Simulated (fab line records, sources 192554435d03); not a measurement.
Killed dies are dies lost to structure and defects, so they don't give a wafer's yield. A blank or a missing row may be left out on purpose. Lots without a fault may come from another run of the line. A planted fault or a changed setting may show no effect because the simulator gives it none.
fab line records | flow n5_finfet
record lots=4 wafers=12 last_day=18
route steps=1938 shown DUMMY_GATE@247 SPACER0@258 SD_EPI_N@262 SD_EPI_P@320 BEOL_M4@1111 PASSIVATION@1936
lots that met no fault: from a run of the same line without faults
start_h: hours from the record's first day to the start of the lot's first wafer shown | wait_h: hours since the lot's step before | " the same as in the row above | L1.1+2: a row that stands for several wafers | - no value, or no start given | * or withheld: withheld | < > ~ a bound
route shown NAME@n: a module of which the file shows steps, and the number in the route of the first | usual: mean/standard deviation of fault-free wafers | same: alike in all rows | chamber/n: place in a boat | sites: the reading at each site | _std_site: their standard deviation | _edge_site: outer sites' mean less inner sites' | radius_mm: how far each site lies from the wafer's centre | mask NAME#n: copy n | behind: the tool/chamber that last shaped the wafer | hold: why the lot was held/for how many hours/how that ended | device: the transistor (n, p or np) that didn't switch | end of line: the same wafers' tests at the end of the route | a step without rows: its recipe alone | killed: dies lost to structure and defects at the first sort, not the wafer's yield | map: a wafer's dies, x killed, . not, _ none there
set.NAME: the setting as run; set.NAME@STEP: as run at that earlier step | model.NAME: the simulator's own value behind a step, which no gauge read
lots at some steps of the route; a table a step, a row a wafer
services: from which hour (start_h, from the record's first day; less than 0 if before it) a tool's chamber was out of use, for how many hours, and why
## steps
# step N5_DUMMY_GATE_ETCH_23
# recipe chemistry=HBr/Cl2/O2 HBr_flow_sccm=150 Cl2_flow_sccm=80 O2_flow_sccm=12 bias_w=102 target_depth_a=410 time_s=22.3 target=poly-Si mask_material=SiO2 pressure_mtorr=10 icp_w=800
# step N5_DUMMY_GATE_ETCH_44
# recipe chemistry=HBr/O2 over_etch_frac=0.7 target_depth_a=1275 stop_on=SiO2 ion_energy_ev=60 bias_w=20 target=poly-Si mask_material=SiO2 pressure_mtorr=20 icp_w=400 HBr_flow_sccm=120 O2_flow_sccm=10
# step N5_DUMMY_GATE_ETCH_42
# recipe chemistry=CHF3/O2 target=SiO2 target_depth_a=35 time_s=31 ion_energy_ev=30 bias_w=12 pressure_mtorr=30 source_w=600 Ar_flow_sccm=200 CHF3_flow_sccm=50 O2_flow_sccm=5
# step N5_DUMMY_GATE_STRIP_48
# recipe chemistry=N2/H2 time_s=20 power_w=100 temp_c=40 pressure_mtorr=100 rf_frequency_hz=6e+07 bias_power_w=3 n2_flow_sccm=300 h2_flow_sccm=300
# step N5_DUMMY_GATE_PRECLEAN_33
# recipe chemistry=dHF time_s=10 dilution=750:1 temp_c=25
# step N5_DUMMY_GATE_PRECLEAN_25
# recipe chemistry=O3/DIW time_s=45 temp_c=22 o3_ppm=10
# step N5_DUMMY_GATE_PRECLEAN_51
# recipe chemistry=SC2 time_s=45 temp_c=35 mix=1:1:50
# step N5_DUMMY_GATE_SRD_26
# recipe dry=ipa_marangoni time_s=30 temp_c=23 rinse_liquid=diw
# step N5_DUMMY_GATE_UV_OZONE_45
# recipe time_s=120 pressure_torr=760 temp_c=25
# step N5_SPACER0_ALD_07
# recipe material=SiNx target_thk_a=20 temp_c=400 ald_precursor_family=SiH2I2 ald_co_reactant=N2/H2-plasma pressure_torr=2
# step N5_SPACER0_ALD_00
# recipe material=SiOCN target_thk_a=35 temp_c=400 ald_precursor_family=alkyl-aminosilane ald_co_reactant=O2/N2-plasma pulse_time_s=3 purge_time_s=2 co_reactant_purge_time_s=2 ald_cycles=58 pressure_torr=2
# usual ald_cycles=58/0 heater_power_w=879/94 precursor_pulse_height_rel=0.999/0.022
# columns lot.wafer tool chamber start_h wait_h ald_cycles heater_power_w precursor_pulse_height_rel model.SiOCN_of_SPACER0_ALD_00.thk_nm
L570.3 ald_sin-03 3 77.01 0.1 58 724 0.991 3.4
L570.4 " 3 " " 58 722 0.983 3.6
L570.6 " 1 " " 58 836 1.005 3.4
L579.3 ald_sin-03 1 126.96 0.1 74 869 1.027 4.4
L579.4 " 3 " " 74 713 1.002 4.4
L579.6 " 0 " " 74 917 1.005 4.4
L580.1 ald_sin-03 0 133.87 0.1 74 918 0.979 4.4
L580.3 " 2 " " 74 845 0.999 4.4
L580.6 " 1 " " 74 840 0.982 4.4
L588.3 ald_sin-02 1 182.72 0.1 58 851 0.981 3.6
L588.5 " 1 " " 58 827 0.997 3.6
L588.6 " 2 " " 58 913 0.962 3.4
# step N5_SPACER0_ALD_08
# recipe material=SiNx target_thk_a=20 temp_c=400 ald_precursor_family=SiH2I2 ald_co_reactant=N2/H2-plasma pressure_torr=2
# step N5_SD_EPI_N_COAT_32
# recipe resist=SOC temp_c=250 time_s=60 spin_rpm=1500 resist_thk_nm=350
# step N5_SD_EPI_N_COAT_33
# recipe resist=SiARC temp_c=220 time_s=60 spin_rpm=1500 resist_thk_nm=35
# step N5_SD_EPI_N_COAT_03
# recipe resist=CAR-ArF-block spin_rpm=1500 resist_thk_nm=150
# step N5_SD_EPI_N_EBR_05
# recipe solvent=PGMEA ebr_width_mm=1.5
# step N5_SD_EPI_N_SOFTBAKE_04
# recipe temp_c=110 time_s=60 resist=CAR-ArF-block
# step N5_SD_EPI_N_EXPOSE_06
# recipe mask_id=SD_N_BLK na=1.35 source_shape=conventional sigma_outer=0.8 polarization=unpolarized target_cd_nm=120 dose_mj=39.75
# step N5_SD_EPI_N_PEB_07
# recipe peb_temp_c=110 peb_time_s=60 resist=CAR-ArF-block
# step N5_SD_EPI_N_DEVELOP_08
# recipe develop_time_s=30 developer=TMAH resist=CAR-ArF-block dev_temp_c=23 rinse_liquid=diw dry=air_spin
# step N5_SD_EPI_N_DESCUM_14
# recipe chemistry=O2 time_s=7.9 source_power_w=50 bias_power_w=20 pressure_mtorr=20 rf_frequency_hz=2.712e+07 temp_c=40 resist=CAR-ArF-block o2_flow_sccm=225
# step N5_SD_EPI_N_ETCH_34
# recipe chemistry=CF4 target=SiARC target_depth_a=455 mask_material=CAR-ArF-block time_s=75.8 ion_energy_ev=80 pressure_mtorr=40 source_w=545 bias_w=36 Ar_flow_sccm=100 cf4_flow_sccm=100 ends=cleared
# step N5_SD_EPI_N_ETCH_35
# recipe chemistry=N2/H2 target=SOC overetch_a=1080 mask_material=SiARC temp_c=40 ion_energy_ev=100 source_w=3000 bias_w=133 pressure_mtorr=20 time_s=486 n2_flow_sccm=200 h2_flow_sccm=200
# step N5_SD_EPI_N_STRIP_36
# recipe chemistry=N2/H2 temp_c=40 n2_flow_sccm=200 h2_flow_sccm=200 rf_frequency_hz=6e+07
# step N5_SD_EPI_N_ETCHBACK_44
# recipe chemistry=CH3F/O2 mode=anisotropic_etchback target=SiNx target_depth_a=145 stop_on=SiO2 over_etch_frac=0.3 ion_energy_ev=120 pressure_mtorr=30 source_w=395 bias_w=73 Ar_flow_sccm=150 CH3F_flow_sccm=30 O2_flow_sccm=20
# step N5_SD_EPI_N_ETCH_45
# recipe chemistry=CH3F/O2 target=SiOCN target_depth_a=60 mask_material=SOC ion_energy_ev=60 bias_w=29 pressure_mtorr=15 source_w=410 Ar_flow_sccm=150 CH3F_flow_sccm=30 O2_flow_sccm=20
# step N5_SD_EPI_N_ETCH_16
# recipe chemistry=CHF3/O2 target=SiO2 target_depth_a=50 mask_material=SOC pressure_mtorr=30 source_w=650 bias_w=170 Ar_flow_sccm=200 CHF3_flow_sccm=50 O2_flow_sccm=5 ion_energy_ev=200
# step N5_SD_EPI_N_STRIP_47
# recipe chemistry=CHF3/O2 resist=SiARC rf_frequency_hz=6e+07
# step N5_SD_EPI_N_SD_RECESS_17
# recipe chemistry=HBr/Cl2/O2 target_depth_a=410 mask_material=SOC time_s=23.7 bt_time_s=3 pressure_mtorr=10 icp_w=800 bias_w=112 HBr_flow_sccm=150 Cl2_flow_sccm=80 O2_flow_sccm=12
# step N5_SD_EPI_N_STRIP_38
# recipe chemistry=N2/H2 power_w=1000 temp_c=250 h2_frac=0.65 overash_fraction=0.3 pressure_mtorr=withheld n2_flow_sccm=1750 h2_flow_sccm=3250
# step N5_SD_EPI_N_WET_ETCH_43
# recipe chemistry=dHF dilution=withheld time_s=14 target=SiO2 target_depth_a=15 temp_c=25
# step N5_SD_EPI_N_STRIP_18
# recipe chemistry=SPM time_s=750 temp_c=130 h2so4_h2o2_vol_ratio=4
# step N5_SD_EPI_N_SRD_20
# recipe dry=ipa_marangoni do_ppb=5 time_s=30 temp_c=23 rinse_liquid=diw
# step N5_SD_EPI_N_PRECLEAN_48
# recipe chemistry=NF3:NH3 afs_cycles=2 temp_c=30 time_s=20 sublimation_temp_c=180 sublimation_time_s=60 pressure_torr=3 rf_power_w=30
# step N5_SD_EPI_N_VAPOR_ETCH_50
# recipe chemistry=HCl target=Si temp_c=775 time_s=54 pressure_torr=20 mode=isotropic
# step N5_SD_EPI_N_EPI_21
# recipe material=Si:P dopant=P temp_c=680 pressure_torr=255 time_s=690
# step N5_SD_EPI_P_VAPOR_ETCH_44
# recipe chemistry=NF3/Ar target=SiGe30 temp_c=25 time_s=3.3 mode=isotropic
# columns lot.wafer tool chamber start_h wait_h
L570.3+4+6 epi_rpcvd-02 0 86.68 0.1
L579.3+4+6 epi_rpcvd-02 0 134.98 0.1
L580.1+3+6 epi_rpcvd-02 0 141.67 0.1
L588.3+5+6 epi_rpcvd-01 0 189.61 0.1
# step N5_SD_EPI_P_PRECLEAN_32
# recipe chemistry=dHF time_s=10 dilution=500:1 temp_c=25
# columns lot.wafer tool chamber start_h wait_h model.SiOCN_of_SPACER0_ALD_00.thk_nm
L570.3+4+6 wet_bench-03 5,1,4 89.12 0.0 3.4
L579.3+4+6 wet_bench-01 2,1,7 137.42 0.0 4.4
L580.1+3+6 wet_bench-03 6,5,1 144.17 0.0 4.4
L588.3+5+6 wet_bench-01 2,3,0 192.05 0.0 3.4
# step N5_BEOL_M4_RC_MEAS_101
# usual DIBL_N=35.9/1.3 DIBL_P=36.3/1.5 IOFF_N=0.153/0.023 IOFF_P=0.208/0.028 ION_N=672/9.7 ION_P=462/6.6 REXT_N=75.3/1.4 SS_N=71.5/0.53 SS_P=73.3/0.59 VT_N=250.4/2.7 VT_P=-250.5/3
# columns lot.wafer tool chamber start_h wait_h DIBL_N[mV/V] DIBL_P[mV/V] IOFF_N[nA/um] IOFF_P[nA/um] ION_N[uA/um] ION_P[uA/um] REXT_N[ohm.um] SS_N[mV/dec] SS_P[mV/dec] VT_N[mV] VT_P[mV]
L570.3 prober-02 0 204.14 0.3 36.1 35.4 0.151 0.197 676 461 72.6 71.9 72.7 251.9 -251.2
L570.4 " 0 " " 35.4 34.3 0.138 0.179 673 456 73.3 71.6 72.0 252.6 -251.9
L570.6 " 0 " " 36.4 35.9 0.154 0.201 677 465 73.7 71.6 73.1 249.5 -251.9
L580.1 prober-02 0 268.47 0.0 32.7 39.8 0.124 0.325 639 481 85.7 71.3 73.9 251.5 -239.4
L580.3 " 0 " " 31.9 38.1 0.108 0.278 641 476 86.5 71.2 72.9 256.1 -244.2
L580.6 " 0 " " 31.8 38.2 0.101 0.286 627 468 86.2 70.9 73.4 256.5 -245.8
L579.3 prober-02 0 275.10 0.3 31.9 38.0 0.092 0.240 629 469 87.6 71.5 73.5 257.3 -246.3
L579.4 " 0 " " 32.6 38.5 0.096 0.246 631 468 87.4 71.1 74.1 258.4 -249.1
L579.6 " 0 " " 33.0 38.8 0.096 0.246 635 470 87.1 70.8 73.0 259.5 -248.3
L588.3 prober-02 0 316.77 0.3 37.5 39.0 0.183 0.229 687 467 74.2 71.9 74.0 249.2 -249.6
L588.5 " 0 " " 36.5 37.4 0.156 0.214 674 465 74.0 70.9 73.5 250.7 -248.4
L588.6 " 0 " " 36.5 37.8 0.159 0.213 677 464 74.7 71.2 73.5 247.9 -253.8
# step N5_PASSIVATION_PROBE_49
# usual defect_limited_yield=91.1/1.5 killed_at_M0_to_M3=35/9.5 killed_at_M4_up=13/5.2 killed_at_contacts=12/6.1 killed_at_front_end=41/14 killed_at_other=3.8/2.9 killed_dies=105/17 killed_open=70/13 killed_short=33/8.4 sort_bin_5_function=5.1/0.97 sort_bin_6_memory=3.4/0.69 sort_bin_8_speed=0.00/0.007 sort_n_pass=1075/17 sort_yield_pct=91.1/1.5
# same gross_dies=1180 killed_at_back_side=0 sort_bin_4_leakage[%]=0
# columns lot.wafer tool chamber start_h wait_h defect_limited_yield[%] killed_at_M0_to_M3 killed_at_M4_up killed_at_contacts killed_at_front_end killed_at_other killed_dies killed_open killed_short sort_bin_5_function[%] sort_bin_6_memory[%] sort_bin_8_speed[%] sort_n_pass sort_yield_pct[%]
L570.3 prober-01 - 316.14 0.1 90.9 44 15 12 31 5 107 73 32 4.7 4.1 0 1073 90.9
L570.4 prober-01 - 316.19 0.2 91.4 36 11 7 37 10 101 57 43 4.7 3.4 0 1079 91.4
L570.6 prober-01 - 316.29 0.3 89.7 56 19 12 31 3 121 89 31 6.2 3.9 0 1059 89.7
L580.1 prober-01 - 369.44 0.0 92.5 29 14 9 29 8 89 57 32 4.2 3.2 0.51 1085 91.9
L580.3 prober-01 - 369.54 0.1 91.7 40 10 9 38 1 98 61 36 4.6 3.5 4.83 1025 86.9
L580.6 prober-01 - 369.69 0.3 91.3 41 14 6 42 0 103 54 45 4.8 3.7 34.32 672 56.9
L579.3 prober-01 - 374.07 0.1 89.1 32 11 19 63 4 129 82 41 6.7 3.7 10.93 922 78.1
L579.4 prober-01 - 374.12 0.2 90.3 33 8 9 55 9 114 73 40 5.3 4.0 4.07 1018 86.3
L579.6 prober-01 - 374.22 0.3 88.5 39 17 19 58 3 136 80 51 6.3 4.8 6.02 973 82.5
L588.3 prober-02 - 425.87 0.1 92.7 32 5 13 35 1 86 62 23 4.5 2.7 0 1094 92.7
L588.5 prober-02 - 425.97 0.2 93.0 34 5 17 26 1 83 49 33 4.4 2.3 0 1097 93.0
L588.6 prober-02 - 426.02 0.3 93.1 29 8 14 28 2 81 55 25 3.4 3.1 0 1099 93.1
# killed by level:class
L570.3 BEOL_M1:geometric_particle:open=14 MOL_CONTACT_COAG:geometric_particle:open=9 BEOL_M0_SAQP:geometric_particle:open=8 FIN_SAQP:geometric_particle:open=7 BEOL_M0_SAQP:geometric_particle:short=7 BEOL_M4:geometric_particle:open=6 BEOL_M0:geometric_particle:open=5 BEOL_M1:geometric_particle:short=5
L570.4 FIN_SAQP:geometric_particle:open=13 FIN_SAQP:geometric_particle:short=11 BEOL_M0_SAQP:geometric_particle:short=10 BEOL_M0_SAQP:geometric_particle:open=8 MOL_CONTACT_COAG:geometric_particle:open=7 MIM_TOP:geometric_particle:short=7 BEOL_M0:geometric_particle:open=6 BEOL_M2:geometric_particle:open=4
L570.6 BEOL_M0:geometric_particle:open=17 BEOL_M0_SAQP:geometric_particle:open=14 MOL_CONTACT_COAG:geometric_particle:open=12 BEOL_M4:geometric_particle:open=12 BEOL_M0_SAQP:geometric_particle:short=11 FIN_SAQP:geometric_particle:short=6 BEOL_M3:geometric_particle:open=6 FIN_SAQP:geometric_particle:open=5
L580.1 MOL_CONTACT_COAG:geometric_particle:open=9 BEOL_M0_SAQP:geometric_particle:short=7 BEOL_M6:geometric_particle:open=7 BEOL_M3:geometric_particle:open=6 FIN_SAQP:geometric_particle:open=5 MIM_TOP_ETCH:geometric_particle:short=5 STI_FIN_REVEAL:geometric_particle:open=4 DUMMY_GATE:geometric_particle:open=4
L580.3 BEOL_M0_SAQP:geometric_particle:short=15 BEOL_M0_SAQP:geometric_particle:open=9 FIN_SAQP:geometric_particle:open=7 FIN_SAQP:geometric_particle:short=7 MOL_CONTACT_COAG:geometric_particle:open=7 BEOL_M1:geometric_particle:open=7 STI_FIN_REVEAL:geometric_particle:open=6 GATE_CUT:geometric_particle:open=4
L580.6 FIN_SAQP:geometric_particle:short=11 BEOL_M1:geometric_particle:open=11 BEOL_M0_SAQP:geometric_particle:short=6 BEOL_M3:geometric_particle:open=6 STI_FIN_REVEAL:geometric_particle:open=5 MOL_CONTACT_COAG:geometric_particle:open=5 STARTING-WAFER:geometric_particle:short=5 FIN_SAQP:geometric_particle:open=4
L579.3 MOL_CONTACT_COAG:geometric_particle:open=17 STI_FIN_REVEAL:geometric_particle:open=14 BEOL_M3:geometric_particle:open=10 GATE_CUT:geometric_particle:open=8 FIN_SAQP:geometric_particle:short=7 GATE_CUT:geometric_particle:short=7 DUMMY_GATE:geometric_particle:open=5 ILD0:geometric_particle:short=5
L579.4 STI_FIN_REVEAL:geometric_particle:open=10 GATE_CUT:geometric_particle:short=10 FIN_SAQP:geometric_particle:open=8 MOL_CONTACT_COAG:geometric_particle:open=8 BEOL_M3:geometric_particle:short=8 BEOL_M3:geometric_particle:open=7 FIN_SAQP:geometric_particle:short=6 GATE_CUT:geometric_particle:open=6
L579.6 MOL_CONTACT_COAG:geometric_particle:open=17 BEOL_M3:geometric_particle:open=10 STI_FIN_REVEAL:geometric_particle:open=9 BEOL_M3:geometric_particle:short=9 FIN_SAQP:geometric_particle:short=8 GATE_CUT:geometric_particle:short=6 FIN_SAQP:geometric_particle:open=5 STARTING-WAFER:geometric_particle:short=5
L588.3 MOL_CONTACT_COAG:geometric_particle:open=10 FIN_SAQP:geometric_particle:open=9 BEOL_M0_SAQP:geometric_particle:open=8 DUMMY_GATE:geometric_particle:open=7 BEOL_M0_SAQP:geometric_particle:short=7 BEOL_M2:geometric_particle:open=4 BEOL_M3:geometric_particle:open=4 STARTING-WAFER:geometric_particle:open=4
L588.5 MOL_CONTACT_COAG:geometric_particle:open=11 BEOL_M0_SAQP:geometric_particle:short=9 FIN_SAQP:geometric_particle:open=8 BEOL_M0_SAQP:geometric_particle:open=7 MOL_CONTACT_COAG:geometric_particle:short=6 BEOL_M3:geometric_particle:open=6 FIN_SAQP:geometric_particle:short=5 BEOL_M3:geometric_particle:short=4
L588.6 MOL_CONTACT_COAG:geometric_particle:open=11 FIN_SAQP:geometric_particle:open=7 BEOL_M0_SAQP:geometric_particle:short=7 BEOL_M1:geometric_particle:open=6 FIN_SAQP:geometric_particle:short=5 DUMMY_GATE:geometric_particle:open=5 BEOL_M0_SAQP:geometric_particle:open=4 BEOL_M2:geometric_particle:open=4
# map L579.6 (x killed, . not)
_________________.x..........________________
______________.......x.x.....x.._____________
___________....x.........x.x.......__________
__________.......x................x._________
________.xx.x...xx..x........x........_______
_______.............x..x.......x.x..x..______
______...........x.....x.......x......x._____
_____.........xx.x........x...........x.x____
____x........x..........xx................___
___...................x...............x....__
___.x...x..x.................x............x__
__.x..........x....x............x..........._
__..x.............x......x......x..........._
_............................................
_..........x.........x..................x.x..
_.........................x.x..x.........xx..
_.....x..x...x..................x...x........
_........xx.............x..x....x.x....x.....
_.x..............x.....x....x.x..............
_......x..........x............x..........xx.
_....xx................................xx....
__...x...........................x.x....x..._
__..x.......x.x..............x........x..x.._
___.....................x.............x....__
___x........x.......................x......__
____.x.x......x....x.......x..............___
_____..x....x......x......xx...x...x.....____
______.x..........x.x....x.x..........x._____
_______.....x..x..x..x....x........xx..______
________.....x.....x...........xx....._______
__________...........x............x._________
___________...x..............x....x__________
______________.............x...._____________
_________________.x..........________________
# map L580.6 (x killed, . not)
_________________x...........________________
______________...........x......_____________
___________.....x.x....x...........__________
__________............x.x..x..x....._________
________...............x.........x.x.._______
_______..x.............................______
______........................x....x..x._____
_____.......x............................____
____.....................x.x........x..xx.___
___...................x......x....x........__
___.........xx...........x...............x.__
__..............x...........x.......x......._
__.x.....x..x..........................x...._
_..............x.x....x...x..................
_..............x...................x...x.....
_.......................................x....
_...........x..x..x................x........x
_........................x...........x.......
_...........x.....x....................x.....
_............x.......x..xx..............x...x
_......x.....................x...............
__......................x.x................._
__...x.x.............x......x..........x.x.._
___...x..........x...x......xx.............__
___.................x..x..x...x........x.x.__
____.......x....x.x...........x...........___
_____....x...........x.....x.xx.x........____
______.............x...................._____
_______...x..................x.........______
________.........x........x........x.._______
__________...........xx.......x.x..._________
___________........................__________
______________......x..........._____________
_________________.x..........________________
## services
# columns tool chamber start_h hours kind
ald_sin-02 - 78.45 1.6 repair
ald_sin-03 - 83.95 6.1 pm
ald_sin-02 - 85.25 14.0 pm
ald_sin-02 0 85.25 14.8 vent_cycle
ald_sin-02 1 85.25 73.7 vent_cycle
ald_sin-02 2 85.25 14.0 vent_cycle
ald_sin-02 3 85.25 14.0 vent_cycle
ald_sin-02 2 99.25 - clean
ald_sin-02 3 99.25 - clean
epi_rpcvd-01 - 116.06 14.6 pm
epi_rpcvd-01 - 130.66 2.8 pm
ald_sin-03 - 178.86 14.0 pm
ald_sin-03 0 178.86 14.0 vent_cycle
ald_sin-03 1 178.86 14.0 vent_cycle
ald_sin-03 2 178.86 14.0 vent_cycle
ald_sin-03 3 178.86 14.0 vent_cycle
## key
first_sign step=N5_SPACER0_ALD_00 reading=ald_cycles direction=up sigmas=99+ usual=* struck=*
effect step=N5_BEOL_M4_RC_MEAS_101 reading=REXT_N direction=up sigmas=8.4 usual=75.3 struck=86.7
effect step=N5_BEOL_M4_RC_MEAS_101 reading=ION_N direction=down sigmas=4 usual=672 struck=634
effect step=N5_BEOL_M4_RC_MEAS_101 reading=DIBL_N direction=down sigmas=2.7 usual=35.9 struck=32.3
effect step=N5_BEOL_M4_RC_MEAS_101 reading=VT_N direction=up sigmas=2.3 usual=250.4 struck=256.6
effect step=N5_BEOL_M4_RC_MEAS_101 reading=IOFF_N direction=down sigmas=2.2 usual=0.153 struck=0.103
effect step=N5_BEOL_M4_RC_MEAS_101 reading=IOFF_P direction=up sigmas=2.2 usual=0.208 struck=0.270 wafers_moved=3
effect step=N5_BEOL_M4_RC_MEAS_101 reading=VT_P direction=up sigmas=1.7 usual=-250.5 struck=-245.5
effect step=N5_BEOL_M4_RC_MEAS_101 reading=ION_P direction=up sigmas=1.5 usual=462 struck=472
effect step=N5_BEOL_M4_RC_MEAS_101 reading=DIBL_P direction=up sigmas=1.5 usual=36.3 struck=38.6
effect step=N5_PASSIVATION_PROBE_49 reading=sort_bin_8_speed direction=up sigmas=99+ usual=0.00 struck=10.11
model_effect step=N5_SPACER0_ALD_00 value=SiOCN_of_SPACER0_ALD_00.thk_nm without=3.533 struck=4.4
model_effect step=N5_SD_EPI_P_PRECLEAN_32 value=SiOCN_of_SPACER0_ALD_00.thk_nm without=3.4 struck=4.4
met_at N5_SPACER0_ALD_00,N5_SD_EPI_P_VAPOR_ETCH_44
struck_wafers L579.3,L579.4,L579.6,L580.1,L580.3,L580.6
onset_between 86.68 126.96
fault kind=process_parameter_drift tool=ald_sin-03 chamber=- onset_h=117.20 steps=N5_SPACER0_ALD_00 channel=ald_cycles offset=* shape=step end_h=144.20 acts_in=* stated=*
fault kind=process_parameter_drift tool=epi_rpcvd-02 chamber=- onset_h=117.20 steps=N5_SD_EPI_P_VAPOR_ETCH_44 channel=time_s offset=* shape=step end_h=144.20 acts_in=* stated=*
